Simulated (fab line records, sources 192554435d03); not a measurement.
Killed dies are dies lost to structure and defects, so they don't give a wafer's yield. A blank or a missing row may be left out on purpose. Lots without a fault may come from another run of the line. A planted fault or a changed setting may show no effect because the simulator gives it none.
fab line records | flow n5_finfet
record lots=4 wafers=12 last_day=17
route steps=1938 shown BEOL_M0@741 BEOL_M1@751 BEOL_M4@1111
lots that met no fault: from a run of the same line without faults
start_h: hours from the record's first day to the start of the lot's first wafer shown | wait_h: hours since the lot's step before | " the same as in the row above | L1.1+2: a row that stands for several wafers | - no value, or no start given | * or withheld: withheld | < > ~ a bound
route shown NAME@n: a module of which the file shows steps, and the number in the route of the first | usual: mean/standard deviation of fault-free wafers | same: alike in all rows | chamber/n: place in a boat | sites: the reading at each site | _std_site: their standard deviation | _edge_site: outer sites' mean less inner sites' | radius_mm: how far each site lies from the wafer's centre | mask NAME#n: copy n | behind: the tool/chamber that last shaped the wafer | hold: why the lot was held/for how many hours/how that ended | device: the transistor (n, p or np) that didn't switch | end of line: the same wafers' tests at the end of the route | a step without rows: its recipe alone | killed: dies lost to structure and defects at the first sort, not the wafer's yield | map: a wafer's dies, x killed, . not, _ none there
set.NAME: the setting as run; set.NAME@STEP: as run at that earlier step | model.NAME: the simulator's own value behind a step, which no gauge read
lots at some steps of the route; a table a step, a row a wafer
services: from which hour (start_h, from the record's first day; less than 0 if before it) a tool's chamber was out of use, for how many hours, and why
## steps
# step N5_BEOL_M0_ECD_118
# recipe material=Cu target_thk_a=3000
# step N5_BEOL_M0_ANNEAL_119
# recipe temp_c=225 time_s=90 ambient=N2
# step N5_BEOL_M0_CMP_120
# recipe stop_on=SiOC t_overpolish_s=6.9 down_force_psi=1 platen_rpm=50 clearing_platen_down_force_psi=1.5 clearing_platen_rpm=50 post_cmp_clean=cu_alkaline clearing_platen_pad_velocity_m_s=0.99484 pad_velocity_m_s=0.99484
# step N5_BEOL_M0_PRE_CLEAN_131
# recipe gas=NH3/H2 time_s=15 temp_c=* rf_power_w=300
# step N5_BEOL_M0_CO_CAP_123
# recipe material=Co target_thk_a=20 temp_c=200 precursor=CCTBA/H2 pressure_torr=30 time_s=102.1
# step N5_BEOL_M0_PRE_CLEAN_124
# recipe gas=NH3 time_s=15 temp_c=withheld rf_power_w=300
# step N5_BEOL_M0_DEP_125
# recipe material=SiCN target_thk_a=80 temp_c=withheld precursor=3MS/NH3 pressure_torr=3 rf_w=202 time_s=14
# step N5_BEOL_M1_ILD_DEP_00
# recipe material=SiOC target_thk_a=790 temp_c=350 precursor=DEMS/O2 pressure_torr=5 rf_w=500 time_s=15.3
# step N5_BEOL_M1_PECVD_72
# recipe material=SiO2 target_thk_a=160 temp_c=400 precursor=TEOS/O2 pressure_torr=5.5 rf_w=450 teos_flow_sccm=53.8 gas=O2 flow_sccm=3000 time_s=18
# usual heater_power_outer_w=454/82 heater_power_w=751/99 showerhead_plenum_p_Torr=8.78/0.057 showerhead_vpp_V=1320/71 susceptor_temp_C=399.99/0.21 throttle_valve_pct=21.9/0.56
# same time_s=18
# columns lot.wafer tool chamber start_h wait_h heater_power_outer_w heater_power_w showerhead_plenum_p_Torr showerhead_vpp_V susceptor_temp_C throttle_valve_pct model.SiO2_of_BEOL_M1_PECVD_72.thk_nm
L294.1 pecvd-04 1 156.30 0.0 420 715 8.82 1217 399.63 21.4 16
L294.4 " 0 " " 405 746 8.78 1347 400.22 21.9 16.2
L294.5 " 2 " " 523 786 8.71 1449 399.92 22.2 16.2
L303.1 pecvd-04 0 204.38 0.0 250 502 8.81 1358 350.84 21.8 20.8
L303.2 " 1 " " 218 402 8.80 1239 350.77 21.3 20.8
L303.4 " 1 " " 214 408 8.80 1212 350.61 21.2 21.2
L305.1 pecvd-04 1 211.92 0.0 257 463 8.80 1247 351.06 21.5 20.6
L305.5 " 0 " " 314 601 8.79 1348 350.52 21.9 20.8
L305.6 " 1 " " 260 470 8.81 1230 350.87 21.4 21
L309.2 pecvd-01 1 244.39 0.0 560 778 8.82 1240 399.99 22.2 16
L309.3 " 2 " " 431 684 8.71 1277 399.90 21.7 15.8
L309.6 " 0 " " 343 623 8.77 1279 399.59 22.8 16
# step N5_BEOL_M1_HM_DEP_02
# recipe material=TiN target_thk_a=200 temp_c=25 chamber_pressure_pa=0.49996
# step N5_BEOL_M1_COAT_61
# recipe resist=SOC temp_c=250 time_s=60 spin_rpm=1500 resist_thk_nm=60
# step N5_BEOL_M1_COAT_62
# recipe resist=SiARC temp_c=220 time_s=60 spin_rpm=1500 resist_thk_nm=12
# step N5_BEOL_M1_COAT_73
# recipe resist=underlayer temp_c=205 time_s=60 spin_rpm=1500 resist_thk_nm=5
# step N5_BEOL_M1_COAT_05
# recipe resist=CAR-EUV spin_rpm=1500 resist_thk_nm=30
# step N5_BEOL_M1_EBR_07
# recipe solvent=PGMEA ebr_width_mm=1.5
# step N5_BEOL_M1_SOFTBAKE_06
# recipe temp_c=110 time_s=60 resist=CAR-EUV
# step N5_BEOL_M1_EXPOSE_08
# recipe mask_id=M1 na=0.33 source_shape=dipole sigma_inner=0.369 sigma_outer=0.767 polarization=unpolarized dose_mj=33
# step N5_BEOL_M1_PEB_09
# recipe peb_temp_c=100 peb_time_s=60 resist=CAR-EUV
# step N5_BEOL_M1_DEVELOP_10
# recipe develop_time_s=30 developer=TMAH resist=CAR-EUV rinse_liquid=surfactant_rinse dry=air_spin dev_temp_c=23
# step N5_BEOL_M1_DESCUM_16
# recipe chemistry=O2 time_s=7 source_power_w=50 bias_power_w=20 pressure_mtorr=20 rf_frequency_hz=2.712e+07 temp_c=40 resist=CAR-EUV o2_flow_sccm=225
# step N5_BEOL_M1_ETCH_74
# recipe chemistry=N2/H2 target=underlayer target_depth_a=65 mask_material=CAR-EUV time_s=5.2 ion_energy_ev=200 pressure_mtorr=30 source_w=840 bias_w=150 n2_flow_sccm=200 h2_flow_sccm=200 ends=cleared
# step N5_BEOL_M1_ETCH_63
# recipe chemistry=CF4 target=SiARC target_depth_a=156 mask_material=CAR-EUV time_s=26 ion_energy_ev=80 pressure_mtorr=40 source_w=545 bias_w=36 Ar_flow_sccm=100 cf4_flow_sccm=100 ends=cleared
# step N5_BEOL_M1_ETCH_64
# recipe chemistry=N2/H2 target=SOC target_depth_a=750 overetch_a=150 mask_material=SiARC temp_c=40 time_s=112.5 ion_energy_ev=200 pressure_mtorr=30 source_w=840 bias_w=150 n2_flow_sccm=200 h2_flow_sccm=200
# step N5_BEOL_M1_STRIP_65
# recipe chemistry=N2/H2 temp_c=40 n2_flow_sccm=200 h2_flow_sccm=200 rf_frequency_hz=6e+07
# step N5_BEOL_M1_STRIP_75
# recipe chemistry=N2/H2 temp_c=40 n2_flow_sccm=200 h2_flow_sccm=200 rf_frequency_hz=6e+07
# step N5_BEOL_M1_STRIP_66
# recipe chemistry=CF4 resist=SiARC power_w=300 bias_power_w=75 pressure_mtorr=50 cf4_flow_sccm=150 rf_frequency_hz=6e+07
# step N5_BEOL_M1_HM_OPEN_17
# recipe chemistry=Cl2/BCl3 target_depth_a=200 overetch_a=60 target=TiN mask_material=SOC ion_energy_ev=150 pressure_mtorr=10 icp_w=1000 bias_w=126 Cl2_flow_sccm=53.25 bcl3_flow_sccm=21.75 Ar_flow_sccm=25
# step N5_BEOL_M1_STRIP_19
# recipe chemistry=O2 power_w=400 temp_c=40 pressure_mtorr=30 rf_frequency_hz=6e+07 bias_power_w=0 overash_fraction=0.2 o2_flow_sccm=225
# step N5_BEOL_M1_COAT_67
# recipe resist=SOC temp_c=250 time_s=60 spin_rpm=1500 resist_thk_nm=60
# step N5_BEOL_M1_COAT_68
# recipe resist=SiARC temp_c=220 time_s=60 spin_rpm=1500 resist_thk_nm=12
# step N5_BEOL_M1_COAT_76
# recipe resist=underlayer temp_c=205 time_s=60 spin_rpm=1500 resist_thk_nm=5
# step N5_BEOL_M1_COAT_22
# recipe resist=CAR-EUV spin_rpm=1500 resist_thk_nm=30
# step N5_BEOL_M1_EBR_24
# recipe solvent=PGMEA ebr_width_mm=1.5
# step N5_BEOL_M1_SOFTBAKE_23
# recipe temp_c=110 time_s=60 resist=CAR-EUV
# step N5_BEOL_M1_HM_STRIP_39
# recipe chemistry=peroxide_tin_strip material=TiN target_depth_a=250 temp_c=50 time_s=158
# usual bath_heat_duty_pct=7.1/0.81
# same time_s=158
# columns lot.wafer tool chamber start_h wait_h bath_heat_duty_pct model.SiO2_of_BEOL_M1_PECVD_72.thk_nm
L294.1 wet_bench-02 1 172.59 0.0 6.9 15.8
L294.4 " 4 " " 6.4 16
L294.5 " 3 " " 7.6 16
L303.1 wet_bench-02 5 208.31 0.0 7.1 20.6
L303.2 " 7 " " 5.9 20.6
L303.4 " 6 " " 5.9 21
L305.1 wet_bench-02 6 216.59 0.0 5.8 20.4
L305.5 " 4 " " 6.5 20.8
L305.6 " 7 " " 5.2 20.8
L309.2 wet_bench-02 2 248.96 0.0 7.7 15.8
L309.3 " 7 " " 6.6 15.8
L309.6 " 5 " " 7.4 15.8
# step N5_BEOL_M1_CMP_52
# recipe stop_on=SiOC t_overpolish_s=6.8 down_force_psi=1 platen_rpm=50 clearing_platen_down_force_psi=1.5 clearing_platen_rpm=50 post_cmp_clean=cu_alkaline target_thk_nm=40 clearing_platen_pad_velocity_m_s=0.99484 pad_velocity_m_s=0.99484
# usual barrier_field_endpoint_s=24.6/0.57 edge_zone_pressure_frac=1.000/0.0051 motor_current_A=6.1/0.57
# columns lot.wafer tool chamber start_h wait_h barrier_field_endpoint_s edge_zone_pressure_frac motor_current_A
L294.4 cmp-02 3 176.42 0.1 23.8 1.005 5.0
L294.1 " 1 " " 24.6 1.007 6.6
L294.5 " 3 " " 24.9 0.997 5.1
L303.1 cmp-01 3 212.05 0.4 30.6 1.003 5.5
L303.4 " 0 " " 31.5 1.002 6.9
L303.2 " 1 " " 30.8 1.003 6.1
L305.1 cmp-01 1 221.71 0.3 30.4 1.000 6.0
L305.5 " 1 " " 30.1 1.003 6.1
L305.6 " 2 " " 31.0 1.000 6.8
L309.2 cmp-02 3 253.20 0.2 24.0 1.004 5.2
L309.3 " 1 " " 24.9 0.989 7.0
L309.6 " 3 " " 23.8 1.003 4.9
# step N5_BEOL_M4_RC_MEAS_101
# usual DIBL_N=36.4/1.7 DIBL_P=36.4/2.1 IOFF_N=0.16/0.035 IOFF_P=0.21/0.035 ION_N=680/11 ION_P=465/6.8 SS_N=71.5/0.58 SS_P=73.2/0.72 VT_N=249/3.6 VT_P=-250/3.1
# columns lot.wafer tool chamber start_h wait_h DIBL_N[mV/V] DIBL_P[mV/V] IOFF_N[nA/um] IOFF_P[nA/um] ION_N[uA/um] ION_P[uA/um] SS_N[mV/dec] SS_P[mV/dec] VT_N[mV] VT_P[mV]
L294.1 prober-02 0 209.34 0.0 35.2 36.3 0.14 0.19 671 461 71.4 72.7 249 -254
L294.4 " 0 " " 38.1 38.2 0.19 0.22 691 470 71.7 73.9 251 -252
L294.5 " 0 " " 32.7 32.5 0.11 0.14 664 453 70.7 71.8 255 -255
L303.1 prober-01 0 256.36 0.0 38.0 39.4 0.18 0.23 689 468 71.3 74.0 247 -252
L303.2 " 0 " " 36.8 37.1 0.15 0.18 663 451 71.1 73.1 253 -254
L303.4 " 0 " " 35.9 36.7 0.14 0.18 674 464 70.7 73.3 251 -253
L305.1 prober-01 0 268.45 0.0 36.0 36.6 0.15 0.19 662 455 71.2 73.0 252 -254
L305.5 " 0 " " 35.1 35.7 0.15 0.19 676 466 69.8 72.7 251 -251
L305.6 " 0 " " 34.2 34.0 0.12 0.16 676 461 70.7 72.3 257 -254
L309.2 prober-01 0 302.55 0.2 37.1 37.9 0.21 0.21 674 452 72.1 74.1 248 -253
L309.3 " 0 " " 39.2 40.1 0.27 0.26 705 470 73.0 74.4 239 -249
L309.6 " 0 " " 37.0 37.6 0.20 0.21 678 457 72.6 73.2 247 -251
## services
# columns tool chamber start_h hours kind
cmp-02 - 137.80 2.3 repair
cmp-01 - 145.79 4.0 pm
cmp-02 - 145.88 6.5 pm
cmp-01 - 149.79 - consumable_replace:conditioner
cmp-01 - 149.79 - consumable_replace:pad
pecvd-01 0 186.10 5.5 scheduled_down
cmp-02 - 187.17 3.8 repair
pecvd-04 2 189.26 3.8 repair
pecvd-01 - 200.46 0.3 repair
pecvd-04 2 202.38 - clean
pecvd-04 2 202.38 - consumable_replace:showerhead
pecvd-04 2 202.38 29.0 scheduled_down
pecvd-04 2 202.38 29.0 vent_cycle
cmp-02 - 213.67 5.1 repair
cmp-01 - 231.43 2.0 repair
pecvd-01 2 232.52 6.1 repair
cmp-01 - 245.83 6.2 pm
## key
first_sign step=N5_BEOL_M1_PECVD_72 reading=susceptor_temp_C direction=down sigmas=99+ usual=* struck=*
effect step=N5_BEOL_M1_PECVD_72 reading=heater_power_w direction=down sigmas=2.8 usual=* struck=*
effect step=N5_BEOL_M1_CMP_52 reading=barrier_field_endpoint_s direction=up sigmas=11 usual=24.6 struck=30.7
model_effect step=N5_BEOL_M1_PECVD_72 value=SiO2_of_BEOL_M1_PECVD_72.thk_nm without=16.23 struck=20.87
model_effect step=N5_BEOL_M1_HM_STRIP_39 value=SiO2_of_BEOL_M1_PECVD_72.thk_nm without=16.07 struck=20.7
met_at N5_BEOL_M1_PECVD_72
struck_wafers L303.1,L303.2,L303.4,L305.1,L305.5,L305.6
onset_between 156.30 204.38
fault kind=process_parameter_drift tool=pecvd-04 chamber=- onset_h=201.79 steps=N5_BEOL_M1_PECVD_72 channel=temp_c offset=* shape=step end_h=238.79 acts_in=* stated=*
